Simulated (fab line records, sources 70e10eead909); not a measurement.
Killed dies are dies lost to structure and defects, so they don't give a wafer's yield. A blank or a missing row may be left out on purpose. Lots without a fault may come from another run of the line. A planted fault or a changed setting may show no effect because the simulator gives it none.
Chamber matching | flow nand_harc | NHARC_P_STI_ETCH_15 on rie_si-03: 4 sister chambers
The step etches the open film in HBr/Cl2, target depth 300 nm, time 100.1 s. 4 wafers are shown with their chamber, then 7 later ones without.

WAFERS WITH THEIR CHAMBER
wafer  | chamber | drypump_motor_current_A (A)
L857.4 | 3       | 5.3
L859.5 | 1       | 5.2
L860.2 | 0       | 6.0
L860.4 | 2       | 4.9

WAFERS WITHOUT THEIR CHAMBER
wafer  | drypump_motor_current_A (A)
L860.5 | 5.3
L864.2 | 6.0
L864.4 | 5.3
L864.5 | 5.0
L865.2 | 5.2
L865.3 | 4.9
L865.5 | 6.0

WHICH CHAMBER EACH WENT THROUGH
wafer  | from the rows above | in truth
L860.5 | 3                   | 3
L864.2 | 0                   | 0
L864.4 | 3                   | 3
L864.5 | 2                   | 2
L865.2 | 1                   | 1
L865.3 | 2                   | 2
L865.5 | 0                   | 0
Placed correctly: 7 of 7. Can't be placed from these rows: 0. Placed wrongly: 0.
How it was worked out, from the rows above alone: a wafer's distance from a chamber is the root of the sum, over the readings, of the square of ((its reading less the chamber's mean) divided by the reading's scatter). The wafer belongs to the nearest chamber; if the next one is less than 2 further off, it can't be placed. A chamber's mean is the mean of its shown wafers. The scatter: with one shown wafer a chamber, the root of the mean of the squares of how far each hidden wafer lies from its nearest shown one.
